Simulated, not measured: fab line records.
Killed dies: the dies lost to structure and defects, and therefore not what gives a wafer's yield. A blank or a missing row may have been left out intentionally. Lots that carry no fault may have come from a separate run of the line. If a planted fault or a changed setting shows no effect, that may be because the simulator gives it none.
Matching of chambers | flow n5Finfet | N5_MOL_CONTACT_COAG_ETCH_89 on rieDiel-04: 4 sister chambers
The step etches underlayer in N2/H2, target depth 13 nm, time 10.4 s. 8 wafers are shown with their chamber, then 7 later ones without.

## WAFERS, EACH WITH ITS CHAMBER
wafer  | chamber | showerheadPlenumPTorr (Torr) | throttleValvePct (%)
L079.5 | 1       | 2.60                         | 17.88
L080.1 | 2       | 2.51                         | 17.63
L080.4 | 1       | 2.60                         | 17.90
L082.1 | 2       | 2.51                         | 17.63
L082.2 | 3       | 2.62                         | 17.76
L082.6 | 0       | 2.53                         | 18.07
L090.1 | 3       | 2.61                         | 17.79
L090.3 | 0       | 2.53                         | 18.09

## WAFERS WITHOUT THEIR CHAMBER
wafer  | showerheadPlenumPTorr (Torr) | throttleValvePct (%)
L090.5 | 2.61                         | 17.78
L091.2 | 2.53                         | 18.08
L091.3 | 2.61                         | 17.80
L091.4 | 2.59                         | 17.93
L097.1 | 2.50                         | 17.26
L097.4 | 2.59                         | 17.94
L097.5 | 2.60                         | 17.84

## EACH ONE'S CHAMBER
wafer  | from the rows above | in truth
L090.5 | 3                   | 3
L091.2 | 0                   | 0
L091.3 | 3                   | 3
L091.4 | 1                   | 1
L097.1 | 2                   | 2
L097.4 | 1                   | 1
L097.5 | 1                   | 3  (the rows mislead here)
Correct placement for 6 of the 7. Not placeable from these rows: 0. Wrongly placed: 1.
How it was worked out, from the rows above alone: a wafer's distance from a chamber is the root of the sum, over the readings, of the square of ((its reading less the chamber's mean) divided by the reading's scatter). If the next closest chamber is less than 2 further off than the closest, the wafer can't be placed; otherwise it belongs to the closest. The mean given for a chamber averages the wafers shown for that chamber. How the scatter is found: for the shown wafers, subtract from each reading the mean of its chamber, square and add these, divide the total by (wafers less chambers), then take the root.
